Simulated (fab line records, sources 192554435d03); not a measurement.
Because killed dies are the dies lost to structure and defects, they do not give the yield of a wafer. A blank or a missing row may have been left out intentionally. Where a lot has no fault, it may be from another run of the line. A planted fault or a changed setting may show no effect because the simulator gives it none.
fab line records	flow n5-finfet	part 2 of 2: steps 38 to 42 of 42
record: lots: 6	wafers: 18	last-day: 17
route steps=1938 shown SD_EPI_P@307 SD_ACTIVATION@330 ILD0@335 SDB@347 MOL_CONTACT_COAG@538 BEOL_M4@1111
lots with no fault: from the same line, run without faults
start-h: the number of hours between the record's first day and the start of the first shown wafer of the lot	wait-h: hours since the lot's step before	" unchanged from the row above	L1.1+2: a single row standing in for several wafers	- no value, or no start was given	* or withheld: withheld	< > ~ a bound
route shown NAME@n: NAME is a module with steps in the file, n the number in the route of the first one	usual: the fault-free wafers' mean and standard deviation	same: alike in all rows	chamber/n: place in a boat	sites: readings site by site	_std_site: their standard deviation	_edge_site: inner sites' mean taken away from outer sites' mean	radius-mm: for every site, how far away it sits from the centre of the wafer	mask NAME#n: copy n	behind: the tool/chamber that last shaped the wafer	hold: what put the lot on hold/how long, in hours/how the hold closed	device: the transistor (n, p or np) that didn't switch	end of line: the tests these same wafers got at the end of their route	for a step that has no rows: nothing shown but its recipe	killed: at the first sort, the dies lost to defects and structure; wafer yield is something else	map: dies across one wafer; x = killed, . = not, _ = none there
set.NAME: the run value of the setting; set.NAME@STEP: its run value at that earlier step	model.NAME: the simulator's own value behind a step, which no gauge read
lots at selected steps of the route; one table per step, one row per wafer
services: from which hour (start-h, from the record's first day; less than 0 if before it) a tool's chamber was out of use, for how many hours, and why
== steps ==
step: N5_ILD0_INSPECT_06
recipe: inspect-instrument: darkfield	mode: post-cmp
usual: raw-defect-count: 43/20
lot.wafer	tool	chamber	start-h	wait-h	raw-defect-count
L127.2	defect-inspect-01	-	83.84	0.0	37
L127.3	"	-	"	"	24
L127.6	"	-	"	"	28
L129.1	defect-inspect-01	-	96.52	0.0	47
L129.3	"	-	"	"	41
L129.5	"	-	"	"	24
L138.2	defect-inspect-01	-	151.07	0.0	46
L138.3	"	-	"	"	30
L138.6	"	-	"	"	58
L139.1	defect-inspect-01	-	156.86	0.0	39
L139.3	"	-	"	"	48
L139.5	"	-	"	"	32
L142.1	defect-inspect-02	-	171.40	0.0	55
L142.3	"	-	"	"	119
L142.6	"	-	"	"	48
L144.2	defect-inspect-02	-	186.31	0.0	45
L144.3	"	-	"	"	47
L144.6	"	-	"	"	36
step: N5_SDB_HM_DEP_00
recipe: material: SiNx	target-thk-a: 400	temp-c: 400	precursor: SiH4/NH3/N2	pressure-torr: 1.5	rf-w: 300	time-s: 35.3
step: N5_SDB_COAT_03
recipe: resist: SOC	temp-c: 250	time-s: 60	spin-rpm: 1500	resist-thk-nm: 100
step: N5_MOL_CONTACT_COAG_ETCH_110
recipe: chemistry: CF4/O2	target: Si	target-depth-a: 25	time-s: 8	pressure-mtorr: 100	source-w: 200	bias-w: 12	ion-energy-ev: 60	Ar_flow_sccm: 100	cf4-flow-sccm: 100	O2_flow_sccm: 10
usual: drypump-motor-current-A: 5.6/0.4	oes_ar_750_au: 0.80/0.09	oes-product-au: 0.80/0.095	rf-vpp-V: 125.5/2.8	showerhead-plenum-p-Torr: 2.20/0.049	throttle-valve-pct: 10.7/0.34
lot.wafer	tool	chamber	start-h	wait-h	drypump-motor-current-A	oes_ar_750_au	oes-product-au	rf-hours-counter-h	rf-vpp-V	showerhead-plenum-p-Torr	throttle-valve-pct	model.SiGe-B_of_SD_EPI_P_EPI_21.thk-nm
L127.2	rie-diel-04	2	106.99	0.0	5.5	0.85	0.87	32	128.0	2.17	10.3	58.2
L127.3	"	0	"	"	6.1	0.73	0.73	205	128.5	2.20	10.9	58.6
L127.6	"	0	"	"	6.1	0.73	0.74	-	128.6	2.20	10.9	57.8
L129.1	rie-diel-04	0	121.93	0.0	6.1	0.72	0.73	213	128.5	2.19	10.9	58
L129.3	"	1	"	"	5.4	0.94	0.96	8	126.9	2.17	10.4	57.4
L129.5	"	0	"	"	6.1	0.72	0.74	-	127.5	2.19	10.9	57.6
L138.2	rie-diel-03	2	173.47	0.0	5.6	0.90	0.91	28	129.5	2.25	10.2	0.8
L138.3	"	1	"	"	5.1	0.95	0.93	11	120.9	2.26	10.4	1.6
L138.6	"	0	"	"	6.3	0.73	0.72	-	123.7	2.22	11.0	1.8
L139.1	rie-diel-04	1	179.92	0.0	5.4	0.90	0.89	27	126.7	2.17	10.5	0.4
L139.3	"	0	"	"	6.1	0.71	0.71	231	128.8	2.19	11.0	0.4
L139.5	"	1	"	"	5.4	0.89	0.90	-	127.8	2.17	10.5	1
L142.1	rie-diel-03	3	196.25	0.0	5.5	0.71	0.69	238	124.7	2.18	11.3	58
L142.3	"	1	"	"	5.1	0.93	0.92	18	117.9	2.25	10.4	58.2
L142.6	"	1	"	"	5.1	0.94	0.92	-	120.0	2.25	10.4	58.2
L144.2	rie-diel-04	3	210.00	0.0	4.9	0.76	0.74	177	123.4	2.13	10.9	59
L144.3	"	0	"	"	6.1	0.71	0.71	242	128.0	2.18	11.0	58.2
L144.6	"	0	"	"	6.1	0.71	0.71	-	128.4	2.18	11.0	59.2
step: N5_BEOL_M4_RC_MEAS_101
usual: CJ_P: 5.7/0.32	DIBL_N: 36.2/2	DIBL_P: 36.1/2.4	EOT_P: 10.50/0.1	IGATE_P: 0.0036/0.00059	IOFF_N: 0.16/0.035	IOFF_P: 0.22/0.041	IOFF_P_85C: 3.7/0.58	IOFF_P_LIN: 0.102/0.015	IOFF_P_LONG: 0.000108/1.2e-05	ION_N: 675/14	ION_P: 465/8.6	RC_DENSE_P: 23.9/0.67	RC_P: 19.5/0.55	REXT_P: 100.3/2.9	RS_SD_P: 65.8/0.91	SS_N: 71.5/0.64	SS_P: 73.2/0.76	VT_N: 250/3.9	VT_P: -249/3.4	VT_P_LONG: -274.3/3	VT_P_LVT: -99/3.4
lot.wafer	tool	chamber	start-h	wait-h	CJ_P	DIBL_N[mV/V]	DIBL_P[mV/V]	EOT_P	IGATE_P[nA/um]	IOFF_N[nA/um]	IOFF_P[nA/um]	IOFF_P_85C[nA/um]	IOFF_P_LIN[nA/um]	IOFF_P_LONG[nA/um]	ION_N[uA/um]	ION_P[uA/um]	RC_DENSE_P[ohm.um]	RC_P[ohm.um]	REXT_P[ohm.um]	RS_SD_P[ohm/sq]	SS_N[mV/dec]	SS_P[mV/dec]	VT_N[mV]	VT_P[mV]	VT_P_LONG[mV]	VT_P_LVT[mV]
L127.2	prober-02	0	196.23	0.2	6.0	34.4	33.5	10.35	0.0041	0.13	0.19	3.4	0.092	0.000113	662	459	23.9	19.7	96.4	65.2	71.5	73.2	250	-250	-275.1	-98
L127.3	"	0	"	"	5.4	37.3	36.8	10.47	0.0048	0.20	0.25	4.3	0.113	0.000103	694	477	23.8	19.3	97.1	65.2	71.6	74.1	246	-248	-272.7	-94
L127.6	"	0	"	"	6.3	33.8	32.4	10.33	0.0044	0.13	0.18	3.2	0.089	0.000122	679	469	24.2	19.5	97.9	65.4	70.0	72.2	248	-252	-276.5	-98
L129.1	prober-02	0	209.04	0.0	5.9	37.4	37.3	10.53	0.0029	0.16	0.22	3.8	0.104	0.000107	683	469	24.3	19.9	99.4	67.5	71.6	73.8	252	-248	-274.7	-98
L129.3	"	0	"	"	6.2	34.9	34.7	10.68	0.0026	0.13	0.18	3.2	0.092	0.000112	667	455	23.9	19.3	98.7	67.4	71.1	72.7	251	-251	-277.0	-101
L129.5	"	0	"	"	5.8	37.7	37.6	10.51	0.0030	0.17	0.23	3.8	0.105	0.000105	684	471	24.1	19.7	100.1	67.8	72.4	72.5	251	-251	-277.0	-98
L138.2	prober-01	0	262.41	0.2	-	37.3	-	-	-	0.16	-	-	-	-	664	-	-	-	-	-	71.4	-	249	-	-	-
L138.3	"	0	"	"	-	34.5	-	-	-	0.13	-	-	-	-	674	-	-	-	-	-	71.1	-	249	-	-	-
L138.6	"	0	"	"	-	36.0	-	-	-	0.14	-	-	-	-	682	-	-	-	-	-	70.9	-	250	-	-	-
L139.1	prober-02	0	264.19	0.0	-	36.1	-	-	-	0.16	-	-	-	-	680	-	-	-	-	-	71.8	-	249	-	-	-
L139.3	"	0	"	"	-	38.4	-	-	-	0.21	-	-	-	-	705	-	-	-	-	-	72.2	-	245	-	-	-
L139.5	"	0	"	"	-	40.5	-	-	-	0.26	-	-	-	-	701	-	-	-	-	-	73.4	-	243	-	-	-
L142.1	prober-01	0	272.10	0.0	5.0	37.8	38.8	10.42	0.0044	0.19	0.21	3.6	0.098	8.7e-05	702	466	24.0	19.4	105.5	65.9	72.2	73.8	248	-250	-277.0	-101
L142.3	"	0	"	"	5.7	34.4	37.1	10.46	0.0045	0.13	0.19	3.4	0.095	9.6e-05	667	464	22.4	18.4	100.4	65.3	71.2	73.7	253	-252	-278.4	-101
L142.6	"	0	"	"	5.3	36.9	39.0	10.46	0.0036	0.17	0.21	3.7	0.101	8.9e-05	683	467	23.4	19.3	103.5	65.8	71.8	73.8	250	-253	-276.5	-100
L144.2	prober-02	0	297.49	0.2	5.4	38.8	36.9	10.57	0.0029	0.20	0.25	4.2	0.112	0.000103	691	469	24.6	20.0	104.6	65.3	72.0	74.3	245	-247	-274.8	-96
L144.3	"	0	"	"	6.0	32.2	28.9	10.28	0.0042	0.08	0.14	2.6	0.075	0.000114	657	455	24.0	19.4	100.5	65.4	70.4	71.8	261	-254	-274.3	-102
L144.6	"	0	"	"	6.2	36.7	33.0	10.51	0.0030	0.15	0.19	3.3	0.091	0.000117	660	458	24.0	19.5	101.4	64.4	71.9	72.6	251	-251	-276.1	-98
== services ==
tool	chamber	start-h	hours	kind
laser-anneal-02	-	50.01	1.5	pm
laser-anneal-01	-	55.85	12.5	pm
ald-sin-04	2	62.30	2.0	repair
rie-diel-04	1	65.99	7.4	repair
rie-diel-04	2	76.84	9.3	repair
rie-diel-06	2	78.18	2.0	repair
rie-diel-04	1	87.21	-	clean
rie-diel-04	1	87.21	-	consumable-replace:focus-ring
rie-diel-04	1	87.21	17.0	scheduled-down
rie-diel-04	3	90.75	21.3	repair
rie-diel-02	3	92.77	4.0	repair
rie-diel-06	3	114.49	7.7	repair
rie-diel-06	3	122.23	-	clean
rie-diel-06	3	122.23	-	consumable-replace:focus-ring
rie-diel-06	3	122.23	20.7	scheduled-down
rie-diel-06	3	122.23	20.7	vent-cycle
laser-anneal-01	-	123.94	11.7	pm
epi-rpcvd-04	-	130.51	2.8	pm
ald-sin-01	3	182.61	7.9	repair
laser-anneal-01	-	187.32	3.1	pm
rie-diel-03	1	188.21	2.4	repair
rie-diel-02	3	192.97	4.2	repair
ald-sin-01	-	200.48	2.8	pm
laser-anneal-01	-	203.48	0.7	repair
== key ==
first-sign: step: N5_SD_EPI_P_PRECLEAN_51	reading: tool-record	direction: missing
effect: step: N5_SD_ACTIVATION_RS_MEAS_03	reading: RS_SD_P	direction: missing
effect: step: N5_BEOL_M4_RC_MEAS_101	reading: CJ_P	direction: missing
effect: step: N5_BEOL_M4_RC_MEAS_101	reading: DIBL_P	direction: missing
effect: step: N5_BEOL_M4_RC_MEAS_101	reading: EOT_P	direction: missing
effect: step: N5_BEOL_M4_RC_MEAS_101	reading: IGATE_P	direction: missing
effect: step: N5_BEOL_M4_RC_MEAS_101	reading: IOFF_P	direction: missing
effect: step: N5_BEOL_M4_RC_MEAS_101	reading: IOFF_P_85C	direction: missing
effect: step: N5_BEOL_M4_RC_MEAS_101	reading: IOFF_P_LIN	direction: missing
effect: step: N5_BEOL_M4_RC_MEAS_101	reading: IOFF_P_LONG	direction: missing
effect: step: N5_BEOL_M4_RC_MEAS_101	reading: ION_P	direction: missing
effect: step: N5_BEOL_M4_RC_MEAS_101	reading: RC_DENSE_P	direction: missing
effect: step: N5_BEOL_M4_RC_MEAS_101	reading: RC_P	direction: missing
effect: step: N5_BEOL_M4_RC_MEAS_101	reading: REXT_P	direction: missing
model-effect: step: N5_SD_EPI_P_PRECLEAN_51	value: SiNx_of_SD_EPI_N_LINER_46.thk-nm	without: 2.6	struck: 3
model-effect: step: N5_SD_EPI_P_EPI_21	value: SiGe-B_of_SD_EPI_P_EPI_21.thk-nm	without: 61.13	struck: 1.1
model-effect: step: N5_MOL_CONTACT_COAG_ETCH_110	value: SiGe-B_of_SD_EPI_P_EPI_21.thk-nm	without: 58.23	struck: 1
met-at N5_SD_EPI_P_PRECLEAN_51
struck-wafers L138.2,L138.3,L138.6,L139.1,L139.3,L139.5
sort-left-out L138.2,L138.3,L138.6,L139.1,L139.3,L139.5
onset-between 73.87 140.94
fault: kind: skipped-step-whole	tool: epi-rpcvd-01,epi-rpcvd-04	chamber: -	onset-h: 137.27	steps: N5_SD_EPI_P_PRECLEAN_51	scope: struck-lots-only
sort-left-out: the simulated sort isn't trusted on such a fault, so these wafers' sort isn't shown, and their yield isn't known
